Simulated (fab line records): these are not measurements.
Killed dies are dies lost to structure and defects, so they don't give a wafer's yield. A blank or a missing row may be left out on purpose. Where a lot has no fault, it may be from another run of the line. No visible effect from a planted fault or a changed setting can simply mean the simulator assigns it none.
Chamber matching + flow n5-finfet + rie-diel-01 running N5_BEOL_M7_STRIP_36: 4 sister chambers
The step strips in N2/H2. 16 wafers are shown with their chamber, then 8 later ones without.

## EACH WAFER AND ITS CHAMBER
| wafer  | chamber | showerhead-plenum-p-Torr (Torr) | drypump-motor-current-A (A) | oes-product-au (a.u.) |
|--------|---------|---------------------------------|-----------------------------|-----------------------|
| L075.2 | 2       | 2.46                            | 5.5                         | 0.89                  |
| L075.5 | 3       | 2.56                            | 5.6                         | 0.89                  |
| L075.6 | 2       | 2.46                            | 5.4                         | 0.90                  |
| L078.4 | 2       | 2.46                            | 5.4                         | 0.88                  |
| L078.5 | 1       | 2.41                            | 5.1                         | 0.71                  |
| L078.6 | 2       | 2.46                            | 5.4                         | 0.88                  |
| L083.3 | 3       | 2.56                            | 5.6                         | 0.90                  |
| L083.4 | 2       | 2.45                            | 5.4                         | 0.86                  |
| L083.5 | 1       | 2.40                            | 5.1                         | 0.70                  |
| L086.1 | 1       | 2.40                            | 5.1                         | 0.70                  |
| L086.2 | 0       | 2.69                            | 5.3                         | 0.92                  |
| L086.3 | 2       | 2.45                            | 5.5                         | 0.86                  |
| L085.1 | 2       | 2.45                            | 5.4                         | 0.86                  |
| L085.4 | 0       | 2.69                            | 5.3                         | 0.90                  |
| L085.6 | 1       | 2.40                            | 5.1                         | 0.70                  |
| L088.1 | 1       | 2.40                            | 5.1                         | 0.71                  |

SIGNATURES (averages over the wafers above)
| reading                  | chamber 0 | chamber 1 | chamber 2 | chamber 3 | scatter within a chamber |
|--------------------------|-----------|-----------|-----------|-----------|--------------------------|
| showerhead-plenum-p-Torr | 2.6900    | 2.4020    | 2.4557    | 2.5600    | 0.00458                  |
| drypump-motor-current-A  | 5.300     | 5.100     | 5.429     | 5.600     | 0.0345                   |
| oes-product-au           | 0.9100    | 0.7040    | 0.8757    | 0.8950    | 0.0127                   |
Rule: for each reading, subtract the chamber's mean from the wafer's reading, divide by that reading's scatter and square the result; add these up over the readings and take the root, which gives the wafer's distance from the chamber. If the next closest chamber is less than 2 further off than the closest, the wafer can't be placed; otherwise it belongs to the closest. How the scatter is found: for the shown wafers, subtract from each reading the mean of its chamber, square and add these, divide the total by (wafers less chambers), then take the root.

## WAFERS WITH NO CHAMBER GIVEN
| wafer  | showerhead-plenum-p-Torr (Torr) | drypump-motor-current-A (A) | oes-product-au (a.u.) |
|--------|---------------------------------|-----------------------------|-----------------------|
| L088.3 | 2.55                            | 5.6                         | 0.88                  |
| L088.5 | 2.45                            | 5.5                         | 0.85                  |
| L090.1 | 2.39                            | 5.1                         | 0.71                  |
| L090.2 | 2.68                            | 5.3                         | 0.90                  |
| L090.6 | 2.55                            | 5.6                         | 0.86                  |
| L091.2 | 2.68                            | 5.3                         | 0.89                  |
| L091.3 | 2.39                            | 5.0                         | 0.69                  |
| L091.4 | 2.55                            | 5.6                         | 0.87                  |

## THE CHAMBER EACH PASSED THROUGH
| wafer  | from the rows above | in truth |
|--------|---------------------|----------|
| L088.3 | 3                   | 3        |
| L088.5 | 2                   | 2        |
| L090.1 | 1                   | 1        |
| L090.2 | 0                   | 0        |
| L090.6 | 3                   | 3        |
| L091.2 | 0                   | 0        |
| L091.3 | 1                   | 1        |
| L091.4 | 3                   | 3        |
Correctly placed: 8 of 8. Number that these rows cannot place: 0. 0 placed wrongly.
